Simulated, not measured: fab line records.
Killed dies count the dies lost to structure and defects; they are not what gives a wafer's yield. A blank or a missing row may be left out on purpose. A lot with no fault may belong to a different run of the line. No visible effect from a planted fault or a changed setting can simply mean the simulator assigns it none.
Chamber matching ; flow nandHarc ; 4 sister chambers for NHARC_A_CONTACT_ETCH_88 on rieDiel-13
The step etches the open film in CF4, target depth 39 nm, time 65 s. 30 wafers are shown with their chamber, then 12 later ones without.

== EACH WAFER AND ITS CHAMBER ==
wafer;chamber;showerheadPlenumPTorr (Torr);drypumpMotorCurrentA (A);rfVppV (V)
L074.2;3;1.68;5.2;151.1
L074.3;1;1.66;5.2;151.0
L074.5;0;1.87;6.5;153.2
L075.2;3;1.68;5.2;151.9
L075.3;1;1.66;5.1;149.8
L075.5;0;1.87;6.5;152.3
L077.2;1;1.66;5.1;150.8
L077.4;2;1.68;5.9;150.0
L077.6;0;1.87;6.5;152.0
L079.2;3;1.68;5.1;153.5
L079.5;0;1.87;6.5;152.6
L079.6;3;1.68;5.2;148.8
L078.3;3;1.68;5.1;150.6
L078.4;2;1.68;5.9;151.1
L078.5;2;1.68;5.9;150.8
L082.2;1;1.65;5.2;148.6
L082.4;3;1.68;5.1;149.7
L082.5;2;1.68;5.9;150.1
L081.2;1;1.66;5.2;147.6
L081.4;2;1.68;5.9;150.0
L081.6;2;1.68;5.9;149.9
L083.2;1;1.65;5.2;150.3
L083.3;3;1.68;5.2;151.2
L083.4;0;1.87;6.5;151.8
L086.4;3;1.68;5.1;150.9
L086.5;3;1.68;5.2;149.2
L086.6;0;1.86;6.5;152.6
L087.3;0;1.86;6.5;152.1
L087.4;2;1.67;5.9;149.8
L087.6;2;1.67;5.9;149.8

SIGNATURES (averages over the wafers above)
reading;chamber 0;chamber 1;chamber 2;chamber 3;scatter within a chamber
showerheadPlenumPTorr;1.8671;1.6567;1.6775;1.6800;0.00405
drypumpMotorCurrentA;6.500;5.167;5.900;5.156;0.037
rfVppV;152.371;149.683;150.188;150.767;1.05
Rule: for each reading, subtract the chamber's mean from the wafer's reading, divide by that reading's scatter and square the result; add these up over the readings and take the root, which gives the wafer's distance from the chamber. If the next closest chamber is less than 2 further off than the closest, the wafer can't be placed; otherwise it belongs to the closest. The scatter: take each reading less its chamber's mean, square it, sum over the shown wafers, divide by the number of wafers less the number of chambers, and take the root.

== WAFERS WITHOUT THEIR CHAMBER ==
wafer;showerheadPlenumPTorr (Torr);drypumpMotorCurrentA (A);rfVppV (V)
L089.2;1.65;5.2;150.0
L089.3;1.86;6.5;152.3
L089.4;1.67;5.9;149.5
L092.3;1.68;5.2;151.1
L092.4;1.86;6.5;152.2
L092.5;1.68;5.2;149.2
L097.1;1.65;5.2;149.7
L097.3;1.86;6.5;152.5
L097.5;1.67;5.2;151.0
L096.2;1.86;6.5;152.3
L096.4;1.65;5.2;150.7
L096.5;1.67;5.9;151.0

== WHICH CHAMBER EACH WENT THROUGH ==
wafer;from the rows above;in truth
L089.2;1;1
L089.3;0;0
L089.4;2;2
L092.3;3;3
L092.4;0;0
L092.5;3;3
L097.1;1;1
L097.3;0;0
L097.5;can't be placed: 3 or 1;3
L096.2;0;0
L096.4;1;1
L096.5;2;2
Placed correctly: 11 of 12. Can't be placed from these rows: 1 (the true chamber is among the candidates in 1). Wrongly placed: 0.
